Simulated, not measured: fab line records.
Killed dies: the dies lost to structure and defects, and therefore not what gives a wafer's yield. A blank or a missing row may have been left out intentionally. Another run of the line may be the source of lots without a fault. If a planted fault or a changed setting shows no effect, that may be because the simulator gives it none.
fab line records | flow n5Finfet
[record] lots = 7 | wafers = 39
route steps=1938 shown FIN_SAQP@102 SPACER0@258 GATE_CUT@477
startH: hours from the record's first day to the start of the lot's first wafer shown | waitH: hours from the lot's prior step to this one | " the same as in the row above | L1.1+2: several wafers, shown together as one row | - either no value or no given start | * or withheld: withheld | < > ~ a bound
route shown NAME@n: names a module that has steps shown in the file, with the first one's number in the route | usual: mean/standard deviation taken from wafers without a fault | same: alike in all rows | chamber/n: place in a boat | sites: the reading at each site | _std_site: their standard deviation | _edge_site: the outer-site mean with the inner-site mean subtracted | radiusMm: how far each site lies from the wafer's centre | mask NAME#n: copy n | behind: the last tool/chamber to shape the wafer | hold: what put the lot on hold/how long, in hours/how the hold closed | device: the transistor (n, p or np) that didn't switch | end of line: the same wafers' tests at the end of the route | a step given without rows: its recipe and nothing more | killed: not the wafer's yield, but the dies lost to structure and defects at the first sort | map: a wafer's dies, marking killed ones x, the rest . and places with no die _
set.NAME: the setting as run; set.NAME@STEP: as run at that earlier step | model.NAME: the simulator's own value behind a step, which no gauge read
lots whose settings were changed on purpose; a table a step, a row a wafer
[[steps]]
[step N5_FIN_SAQP_HM_DEP_72]
[recipe] material = SiO2 | targetThkA = 120 | tempC = 400 | precursor = SiH4/N2O | pressureTorr = 0.75 | rfW = 275 | timeS = 7.2
lot.wafer | tool     | chamber | startH | waitH | set.timeS | model.SiO2_of_FIN_SAQP_HM_DEP_72.thkNm
L074.1    | pecvd-02 | 1       | 23.48  | 0.0   | 4.293     | 7.017
L074.2    | "        | 0       | "      | "     | 7.2       | 11.77
L074.3    | "        | 1       | "      | "     | 7.2       | 12.02
L074.4    | "        | 0       | "      | "     | 7.2       | 11.99
L074.5    | "        | 0       | "      | "     | 4.293     | 6.911
L074.6    | "        | 1       | "      | "     | 4.293     | 7.131
L081.1    | pecvd-02 | 0       | 63.76  | 0.0   | 7.2       | 11.59
L081.2    | "        | 2       | "      | "     | 7.2       | 11.72
L081.3    | "        | 1       | "      | "     | 7.2       | 11.85
L081.4    | "        | 0       | "      | "     | 7.2       | 11.87
L081.5    | "        | 1       | "      | "     | 7.2       | 11.86
L081.6    | "        | 2       | "      | "     | 7.2       | 12
L084.1    | pecvd-03 | 1       | 82.03  | 0.0   | 7.2       | 11.93
L084.2    | "        | 2       | "      | "     | 7.2       | 11.99
L084.3    | "        | 0       | "      | "     | 5.127     | 8.49
L084.4    | "        | 1       | "      | "     | 5.127     | 8.61
L084.5    | "        | 2       | "      | "     | 5.127     | 8.683
L084.6    | "        | 0       | "      | "     | 7.2       | 12.17
L085.1    | pecvd-02 | 0       | 88.79  | 0.0   | 7.2       | 11.82
L085.2    | "        | 2       | "      | "     | 7.2       | 12.01
L085.3    | "        | 1       | "      | "     | 10.86     | 17.98
L085.4    | "        | 2       | "      | "     | 10.86     | 18.27
L085.5    | "        | 0       | "      | "     | 10.86     | 18.13
L085.6    | "        | 1       | "      | "     | 7.2       | 12.14
L090.1    | pecvd-02 | 1       | 117.09 | 0.0   | 7.2       | 11.98
L090.3    | "        | 2       | "      | "     | 7.2       | 11.82
L090.5    | "        | 2       | "      | "     | 7.2       | 12.03
L095.1    | pecvd-02 | 2       | 148.85 | 0.0   | 7.2       | 12.02
L095.2    | "        | 0       | "      | "     | 7.2       | 12.01
L095.3    | "        | 1       | "      | "     | 7.2       | 12.18
L095.4    | "        | 0       | "      | "     | 7.2       | 12.3
L095.5+6  | "        | 1,2     | "      | "     | 7.2       | 12.21
L096.1    | pecvd-03 | 1       | 154.58 | 0.0   | 7.2       | 11.95
L096.2    | "        | 0       | "      | "     | 7.2       | 11.91
L096.3    | "        | 2       | "      | "     | 3.057     | 5.061
L096.4    | "        | 2       | "      | "     | 3.057     | 5.189
L096.5    | "        | 0       | "      | "     | 7.2       | 11.94
L096.6    | "        | 1       | "      | "     | 3.057     | 5.246
[step N5_FIN_SAQP_COAT_49]
[recipe] resist = SOC | tempC = 250 | timeS = 60 | spinRpm = 1500 | resistThkNm = 100
[step N5_FIN_SAQP_COAT_50]
[recipe] resist = SiARC | tempC = 220 | timeS = 60 | spinRpm = 1500 | resistThkNm = 35
[step N5_FIN_SAQP_ETCH_52]
[recipe] chemistry = N2/H2 | target = SOC | targetDepthA = 1000 | overetchA = 200 | maskMaterial = SiARC | tempC = 40 | timeS = 150 | ionEnergyEv = 200 | pressureMtorr = 30 | sourceW = 840 | biasW = 150 | n2FlowSccm = 200 | h2FlowSccm = 200 | ends = endPoint
[step N5_FIN_SAQP_STRIP_53]
[recipe] chemistry = N2/H2 | tempC = 40 | n2FlowSccm = 200 | h2FlowSccm = 200 | rfFrequencyHz = 6e+07
[step N5_FIN_SAQP_HM_OPEN_73]
[recipe] chemistry = CHF3/O2 | target = SiO2 | stopOn = a-Si | targetDepthA = 120 | overEtchFrac = 1.8 | maskMaterial = SOC | timeS = 16.8 | pressureMtorr = 30 | sourceW = 650 | biasW = 170 | Ar_flow_sccm = 200 | CHF3_flow_sccm = 50 | O2_flow_sccm = 5 | ionEnergyEv = 200 | ends = endPoint
lot.wafer | tool       | chamber | startH | waitH | set.timeS@FIN_SAQP_HM_DEP_72 | model.etch.depthNm
L074.1    | rieDiel-02 | 1       | 25.20  | 0.0   | 4.293                        | 7.017
L074.2    | "          | 3       | "      | "     | 7.2                          | 11.77
L074.3    | "          | 2       | "      | "     | 7.2                          | 12.02
L074.4    | "          | 0       | "      | "     | 7.2                          | 11.99
L074.5    | "          | 2       | "      | "     | 4.293                        | 6.911
L074.6    | "          | 1       | "      | "     | 4.293                        | 7.131
L081.1    | rieDiel-05 | 0       | 64.50  | 0.0   | 7.2                          | 11.59
L081.2    | "          | 2       | "      | "     | 7.2                          | 11.72
L081.3    | "          | 1       | "      | "     | 7.2                          | 11.85
L081.4    | "          | 3       | "      | "     | 7.2                          | 11.87
L081.5    | "          | 3       | "      | "     | 7.2                          | 11.86
L081.6    | "          | 0       | "      | "     | 7.2                          | 12
L084.1    | rieDiel-05 | 2       | 82.78  | 0.0   | 7.2                          | 11.93
L084.2    | "          | 3       | "      | "     | 7.2                          | 11.99
L084.3    | "          | 1       | "      | "     | 5.127                        | 8.49
L084.4    | "          | 0       | "      | "     | 5.127                        | 8.61
L084.5    | "          | 1       | "      | "     | 5.127                        | 8.683
L084.6    | "          | 2       | "      | "     | 7.2                          | 12.17
L085.1    | rieDiel-06 | 2       | 89.66  | 0.0   | 7.2                          | 11.82
L085.2    | "          | 3       | "      | "     | 7.2                          | 12.01
L085.3    | "          | 1       | "      | "     | 10.86                        | 17.98
L085.4    | "          | 0       | "      | "     | 10.86                        | 18.27
L085.5    | "          | 2       | "      | "     | 10.86                        | 18.13
L085.6    | "          | 1       | "      | "     | 7.2                          | 12.14
L090.1    | rieDiel-02 | 3       | 117.83 | 0.0   | 7.2                          | 11.98
L090.3    | "          | 2       | "      | "     | 7.2                          | 11.82
L090.5    | "          | 2       | "      | "     | 7.2                          | 12.03
L095.1    | rieDiel-05 | 1       | 149.63 | 0.0   | 7.2                          | 12.02
L095.2    | "          | 0       | "      | "     | 7.2                          | 12.01
L095.3    | "          | 3       | "      | "     | 7.2                          | 12.18
L095.4    | "          | 1       | "      | "     | 7.2                          | 12.3
L095.5+6  | "          | 3,0     | "      | "     | 7.2                          | 12.21
L096.1    | rieDiel-02 | 3       | 155.19 | 0.0   | 7.2                          | 11.95
L096.2    | "          | 1       | "      | "     | 7.2                          | 11.91
L096.3    | "          | 0       | "      | "     | 3.057                        | 5.061
L096.4    | "          | 2       | "      | "     | 3.057                        | 5.189
L096.5    | "          | 3       | "      | "     | 7.2                          | 11.94
L096.6    | "          | 2       | "      | "     | 3.057                        | 5.246
[step N5_SPACER0_ALD_07]
[recipe] material = SiNx | targetThkA = 20 | tempC = 400 | aldPrecursorFamily = SiH2I2 | aldCoReactant = N2/H2-plasma | pressureTorr = 2
lot.wafer        | tool      | chamber     | startH | waitH | set.targetThkA | model.SiNx_of_SPACER0_ALD_07.thkNm
L074.1+4+6       | aldSin-04 | 3,0,3       | 51.19  | 0.0   | 29.93          | 3
L074.2+3+5       | "         | 1,2,2       | "      | "     | 20             | 2
L081.1+4+6       | aldSin-04 | 3,0,3       | 92.41  | 0.0   | 23.12          | 2.4
L081.2+3+5       | "         | 1,2,0       | "      | "     | 20             | 2
L084.1+2+4       | aldSin-01 | 0,3,1       | 113.98 | 0.6   | 16.3           | 1.6
L084.3+5+6       | "         | 2,3,0       | "      | "     | 20             | 2
L085.1+3+6       | aldSin-03 | 1,3,0       | 119.93 | 0.0   | 10.29          | 1
L085.2+4+5       | "         | 0,2,1       | "      | "     | 20             | 2
L090.1+3+5       | aldSin-03 | 2,1,2       | 142.00 | 0.0   | 20             | 2
L095.1+2+4       | aldSin-01 | 0,2,3       | 179.20 | 1.2   | 12.66          | 1.2
L095.3+5+6       | "         | 1,3,0       | "      | "     | 20             | 2
L096.1+2+3+4+5+6 | aldSin-01 | 0,3,1,2,1,0 | 179.83 | 0.3   | 20             | 2
[step N5_GATE_CUT_HM_DEP_46]
[recipe] material = SiO2 | targetThkA = 1300 | tempC = 400 | precursor = TEOS/O2 | pressureTorr = 6.5 | rfW = 900 | teosFlowSccm = 161.4 | gas = O2 | flowSccm = 2650 | timeS = 26.6
lot.wafer | tool     | chamber | startH | waitH | set.timeS | model.SiO2_of_GATE_CUT_HM_DEP_46.thkNm
L074.1    | pecvd-03 | 0       | 87.07  | 0.0   | 26.6      | 129.8
L074.2    | "        | 1       | "      | "     | 26.6      | 129
L074.3    | "        | 2       | "      | "     | 14.24     | 71
L074.4    | "        | 1       | "      | "     | 26.6      | 132
L074.5    | "        | 0       | "      | "     | 14.24     | 72.6
L074.6    | "        | 2       | "      | "     | 14.24     | 73
L081.1    | pecvd-01 | 0       | 126.53 | 0.0   | 26.6      | 128.8
L081.2    | "        | 2       | "      | "     | 26.6      | 130.2
L081.3    | "        | 1       | "      | "     | 20.99     | 104.6
L081.4    | "        | 1       | "      | "     | 26.6      | 131.4
L081.5    | "        | 0       | "      | "     | 20.99     | 104.8
L081.6    | "        | 2       | "      | "     | 20.99     | 106.6
L084.1    | pecvd-01 | 1       | 149.83 | 0.0   | 20.8      | 102
L084.2    | "        | 2       | "      | "     | 26.6      | 129.8
L084.3    | "        | 0       | "      | "     | 26.6      | 128.2
L084.4    | "        | 0       | "      | "     | 20.8      | 103.2
L084.5    | "        | 1       | "      | "     | 26.6      | 131.2
L084.6    | "        | 2       | "      | "     | 20.8      | 103.4
L085.1    | pecvd-01 | 2       | 157.06 | 0.0   | 26.6      | 129.2
L085.2    | "        | 0       | "      | "     | 26.6      | 128.2
L085.3    | "        | 1       | "      | "     | 26.6      | 129.4
L085.4    | "        | 1       | "      | "     | 19.94     | 100.4
L085.5    | "        | 0       | "      | "     | 19.94     | 98.2
L085.6    | "        | 2       | "      | "     | 19.94     | 101.8
L090.1+3  | pecvd-04 | 0,1     | 179.63 | 0.0   | 26.6      | 130.6
L090.5    | "        | 1       | "      | "     | 26.6      | 133.6
L095.1    | pecvd-03 | 1       | 215.48 | 0.0   | 26.6      | 127.4
L095.2    | "        | 0       | "      | "     | 15.14     | 75.2
L095.3    | "        | 2       | "      | "     | 26.6      | 128.4
L095.4    | "        | 1       | "      | "     | 15.14     | 75.6
L095.5    | "        | 0       | "      | "     | 26.6      | 130.8
L095.6    | "        | 2       | "      | "     | 15.14     | 76.6
L096.1    | pecvd-01 | 0       | 217.29 | 0.0   | 26.6      | 128.2
L096.2    | "        | 2       | "      | "     | 16.72     | 82.8
L096.3    | "        | 1       | "      | "     | 16.72     | 83.2
L096.4    | "        | 0       | "      | "     | 16.72     | 85.4
L096.5    | "        | 2       | "      | "     | 26.6      | 131
L096.6    | "        | 1       | "      | "     | 26.6      | 132.8
[step N5_GATE_CUT_COAT_34]
[recipe] resist = SOC | tempC = 250 | timeS = 60 | spinRpm = 1500 | resistThkNm = 60
[step N5_GATE_CUT_COAT_35]
[recipe] resist = SiARC | tempC = 220 | timeS = 60 | spinRpm = 1500 | resistThkNm = 10
[step N5_GATE_CUT_STRIP_38]
[recipe] chemistry = N2/H2 | tempC = 40 | n2FlowSccm = 200 | h2FlowSccm = 200 | rfFrequencyHz = 6e+07
[step N5_GATE_CUT_STRIP_39]
[recipe] chemistry = N2/H2 | tempC = 40 | n2FlowSccm = 200 | h2FlowSccm = 200 | rfFrequencyHz = 6e+07
[step N5_GATE_CUT_HM_OPEN_40]
[recipe] chemistry = C4F6/O2 | target = SiO2 | maskMaterial = SiARC | targetDepthA = 1390 | timeS = 85.1 | ionEnergyEv = 250 | pressureMtorr = 30 | sourceW = 345 | biasW = 185 | Ar_flow_sccm = 300 | C4F6_flow_sccm = 10 | O2_flow_sccm = 10 | ends = cleared
[usual] etchRfOnTimeS = 93.8/1.8
lot.wafer | tool       | chamber | startH | waitH | set.timeS@GATE_CUT_HM_DEP_46 | etchRfOnTimeS | model.etch.depthNm | model.SOC_of_GATE_CUT_COAT_34.thkNm
L074.1    | rieDiel-01 | 3       | 87.81  | 0.0   | 26.6                         | 92.5          | 129.9              | 33
L074.2    | "          | 1       | "      | "     | 26.6                         | 93.4          | 129                | 33.2
L074.3    | "          | 0       | "      | "     | 14.24                        | 51.7          | 71.09              | 45.2
L074.4    | "          | 2       | "      | "     | 26.6                         | 96.7          | 131.9              | 32.2
L074.5    | "          | 1       | "      | "     | 14.24                        | 53.3          | 72.68              | 44.8
L074.6    | "          | 0       | "      | "     | 14.24                        | 52.9          | 73.04              | 44.8
L081.1    | rieDiel-04 | 3       | 127.24 | 0.0   | 26.6                         | 92.8          | 128.9              | 33.6
L081.2    | "          | 0       | "      | "     | 26.6                         | 93.5          | 130.2              | 33
L081.3    | "          | 1       | "      | "     | 20.99                        | 75.7          | 104.6              | 38.2
L081.4    | "          | 1       | "      | "     | 26.6                         | 95.4          | 131.5              | 32.6
L081.5    | "          | 3       | "      | "     | 20.99                        | 75.0          | 104.8              | 38.6
L081.6    | "          | 0       | "      | "     | 20.99                        | 77.1          | 106.6              | 37.8
L084.1    | rieDiel-01 | 0       | 150.58 | 0.0   | 20.8                         | 72.3          | 102                | 38.6
L084.2    | "          | 2       | "      | "     | 26.6                         | 94.6          | 129.8              | 32.8
L084.3    | "          | 3       | "      | "     | 26.6                         | 91.4          | 128.3              | 33.2
L084.4    | "          | 2       | "      | "     | 20.8                         | 75.3          | 103.2              | 38.2
L084.5    | "          | 0       | "      | "     | 26.6                         | 92.8          | 131.2              | 32.8
L084.6    | "          | 3       | "      | "     | 20.8                         | 73.4          | 103.4              | 38.6
L085.1    | rieDiel-04 | 2       | 158.10 | 0.0   | 26.6                         | 92.3          | 129.2              | 32.6
L085.2    | "          | 3       | "      | "     | 26.6                         | 92.5          | 128.2              | 33.2
L085.3    | "          | 0       | "      | "     | 26.6                         | 93.2          | 129.4              | 32.8
L085.4    | "          | 0       | "      | "     | 19.94                        | 72.5          | 100.3              | 39
L085.5    | "          | 3       | "      | "     | 19.94                        | 70.5          | 98.27              | 39.4
L085.6    | "          | 2       | "      | "     | 19.94                        | 73.5          | 101.8              | 38.4
L090.1    | rieDiel-01 | 0       | 180.25 | 0.0   | 26.6                         | 92.5          | 130.7              | 32.4
L090.3    | "          | 3       | "      | "     | 26.6                         | 93.5          | 130.7              | 32.6
L090.5    | "          | 3       | "      | "     | 26.6                         | 95.5          | 133.6              | 32.2
L095.1    | rieDiel-03 | 0       | 216.23 | 0.0   | 26.6                         | 91.8          | 127.3              | 33.4
L095.2    | "          | 1       | "      | "     | 15.14                        | 54.7          | 75.25              | 44.2
L095.3    | "          | 3       | "      | "     | 26.6                         | 91.3          | 128.4              | 33
L095.4    | "          | 2       | "      | "     | 15.14                        | 54.6          | 75.57              | 44.2
L095.5    | "          | 1       | "      | "     | 26.6                         | 94.3          | 130.7              | 32.6
L095.6    | "          | 2       | "      | "     | 15.14                        | 55.5          | 76.59              | 44
L096.1    | rieDiel-03 | 3       | 218.29 | 0.0   | 26.6                         | 91.9          | 128.2              | 32.6
L096.2    | "          | 2       | "      | "     | 16.72                        | 60.3          | 82.81              | 42.4
L096.3    | "          | 0       | "      | "     | 16.72                        | 60.2          | 83.16              | 42.4
L096.4    | "          | 1       | "      | "     | 16.72                        | 62.6          | 85.48              | 41.8
L096.5    | "          | 2       | "      | "     | 26.6                         | 95.8          | 130.9              | 32.4
L096.6    | "          | 1       | "      | "     | 26.6                         | 96.5          | 132.8              | 31.8
[step N5_GATE_CUT_STRIP_41]
[recipe] chemistry = CF4 | resist = SiARC | powerW = 300 | biasPowerW = 75 | pressureMtorr = 50 | cf4FlowSccm = 150 | rfFrequencyHz = 6e+07
[step N5_GATE_CUT_STRIP_42]
[recipe] chemistry = O2 | powerW = 400 | tempC = 40 | pressureMtorr = 30 | rfFrequencyHz = 6e+07 | biasPowerW = 0 | overashFraction = 0.3 | o2FlowSccm = 225
[step N5_GATE_CUT_ALD_22]
[recipe] material = SiNx | targetThkA = 160 | tempC = 400 | aldPrecursorFamily = SiH2I2 | aldCoReactant = N2/H2-plasma | pulseTimeS = 1 | aldCycles = 320 | purgeTimeS = 2 | coReactantPurgeTimeS = 2 | pressureTorr = 2
[step N5_GATE_CUT_CMP_23]
[recipe] stopOn = SiO2 | tOverpolishS = 23.4 | postCmpClean = alkalineBrush | downForcePsi = 2.5 | platenRpm = 51.8 | padVelocityMS = 1.0307 | targetThkNm = 16
[step N5_GATE_CUT_THK_MEAS_24]
[recipe] reads = SiO2_of_GATE_CUT_HM_DEP_46+SiO2_flowable_of_ILD0_FCVD_FILL_01
[usual] GC_FILL_THK = 220.4/1.7
lot.wafer | tool         | chamber | startH | waitH | set.timeS@GATE_CUT_HM_DEP_46 | GC_FILL_THK[nm]
L074.1    | filmMetro-01 | -       | 90.27  | -     | 26.6                         | 219.0
L074.2    | "            | -       | "      | "     | 26.6                         | 218.8
L074.3    | "            | -       | "      | "     | 14.24                        | 161.0
L074.4    | "            | -       | "      | "     | 26.6                         | 220.4
L074.5    | "            | -       | "      | "     | 14.24                        | 161.8
L074.6    | "            | -       | "      | "     | 14.24                        | 162.0
L081.1    | filmMetro-01 | -       | 129.70 | -     | 26.6                         | 218.6
L081.2    | "            | -       | "      | "     | 26.6                         | 222.3
L081.3    | "            | -       | "      | "     | 20.99                        | 195.9
L081.4    | "            | -       | "      | "     | 26.6                         | 223.1
L081.5    | "            | -       | "      | "     | 20.99                        | 194.7
L081.6    | "            | -       | "      | "     | 20.99                        | 197.2
L084.1    | filmMetro-02 | -       | 153.04 | -     | 20.8                         | 192.4
L084.2    | "            | -       | "      | "     | 26.6                         | 219.5
L084.3    | "            | -       | "      | "     | 26.6                         | 219.0
L084.4    | "            | -       | "      | "     | 20.8                         | 193.8
L084.5    | "            | -       | "      | "     | 26.6                         | 221.1
L084.6    | "            | -       | "      | "     | 20.8                         | 194.7
L085.1    | filmMetro-02 | -       | 160.56 | -     | 26.6                         | 219.2
L085.2    | "            | -       | "      | "     | 26.6                         | 218.7
L085.3    | "            | -       | "      | "     | 26.6                         | 218.4
L085.4    | "            | -       | "      | "     | 19.94                        | 190.8
L085.5    | "            | -       | "      | "     | 19.94                        | 187.6
L085.6    | "            | -       | "      | "     | 19.94                        | 191.9
L090.1    | filmMetro-01 | -       | 182.71 | -     | 26.6                         | 221.8
L090.3    | "            | -       | "      | "     | 26.6                         | 219.1
L090.5    | "            | -       | "      | "     | 26.6                         | 221.9
L095.1    | filmMetro-01 | -       | 218.78 | -     | 26.6                         | 217.4
L095.2    | "            | -       | "      | "     | 15.14                        | 165.8
L095.3    | "            | -       | "      | "     | 26.6                         | 218.8
L095.4    | "            | -       | "      | "     | 15.14                        | 165.4
L095.5    | "            | -       | "      | "     | 26.6                         | 221.0
L095.6    | "            | -       | "      | "     | 15.14                        | 166.7
L096.1    | filmMetro-01 | -       | 220.75 | -     | 26.6                         | 218.2
L096.2    | "            | -       | "      | "     | 16.72                        | 172.9
L096.3    | "            | -       | "      | "     | 16.72                        | 172.8
L096.4    | "            | -       | "      | "     | 16.72                        | 174.5
L096.5    | "            | -       | "      | "     | 26.6                         | 220.4
L096.6    | "            | -       | "      | "     | 26.6                         | 222.9
[step N5_GATE_CUT_CMP_43]
[recipe] material = SiO2 | postCmpClean = rinseOnly
lot.wafer  | tool   | chamber | startH | waitH | set.timeS@GATE_CUT_HM_DEP_46 | model.SiO2_of_GATE_CUT_HM_DEP_46.thkNm
L074.4+1+2 | cmp-03 | 0,2,3   | 90.30  | 0.0   | 26.6                         | 5
L074.3+6+5 | "      | 1,0,1   | "      | "     | 14.24                        | 2.2
L081.4+1+2 | cmp-01 | 2,3,0   | 129.73 | 0.0   | 26.6                         | 5
L081.3+6+5 | "      | 1,2,3   | "      | "     | 20.99                        | 3.8
L084.4+6   | cmp-02 | 3       | 153.07 | 0.0   | 20.8                         | 3.8
L084.1     | "      | 0       | "      | "     | 20.8                         | 3.6
L084.2+3+5 | "      | 1,2,0   | "      | "     | 26.6                         | 5
L085.2+3+1 | cmp-01 | 1,3,0   | 160.59 | 0.0   | 26.6                         | 5
L085.4+6   | "      | 2       | "      | "     | 19.94                        | 3.6
L085.5     | "      | 1       | "      | "     | 19.94                        | 3.4
L090.1+3   | cmp-03 | 2,3     | 182.83 | 0.1   | 26.6                         | 5
L090.5     | "      | 1       | "      | "     | 26.6                         | 5.2
L095.2+4+6 | cmp-03 | 2,0,3   | 218.81 | 0.0   | 15.14                        | 2.4
L095.1     | "      | 3       | "      | "     | 26.6                         | 4.8
L095.3+5   | "      | 1,2     | "      | "     | 26.6                         | 5
L096.4+3+2 | cmp-01 | 2,0,1   | 220.78 | 0.0   | 16.72                        | 2.8
L096.1+5   | "      | 3,2     | "      | "     | 26.6                         | 5
L096.6     | "      | 3       | "      | "     | 26.6                         | 5.2
[[key]]
[split] step = N5_FIN_SAQP_HM_DEP_72 | setting = timeS | stated = 7.2 | by = wafer
[response] step = N5_FIN_SAQP_HM_DEP_72 | reading = model.SiO2_of_FIN_SAQP_HM_DEP_72.thkNm | change = +0.12 | per = 1% | r = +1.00
[response] step = N5_FIN_SAQP_HM_OPEN_73 | reading = model.etch.depthNm | change = +0.12 | per = 1% | r = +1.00
[split] step = N5_SPACER0_ALD_07 | setting = targetThkA | stated = 20 | by = wafer
[response] step = N5_SPACER0_ALD_07 | reading = model.SiNx_of_SPACER0_ALD_07.thkNm | change = +0.0209 | per = 1% | r = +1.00
[split] step = N5_GATE_CUT_HM_DEP_46 | setting = timeS | stated = 26.6 | by = wafer
[response] step = N5_GATE_CUT_HM_DEP_46 | reading = model.SiO2_of_GATE_CUT_HM_DEP_46.thkNm | change = +1.23 | per = 1% | r = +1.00
[response] step = N5_GATE_CUT_HM_OPEN_40 | reading = etchRfOnTimeS | change = * | per = 1% | r = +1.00
[response] step = N5_GATE_CUT_HM_OPEN_40 | reading = model.etch.depthNm | change = +1.23 | per = 1% | r = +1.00
[response] step = N5_GATE_CUT_HM_OPEN_40 | reading = model.SOC_of_GATE_CUT_COAT_34.thkNm | change = -0.258 | per = 1% | r = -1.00
[response] step = N5_GATE_CUT_THK_MEAS_24 | reading = GC_FILL_THK | change = +1.23 | per = 1% | r = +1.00
[response] step = N5_GATE_CUT_CMP_43 | reading = model.SiO2_of_GATE_CUT_HM_DEP_46.thkNm | change = +0.0595 | per = 1% | r = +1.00
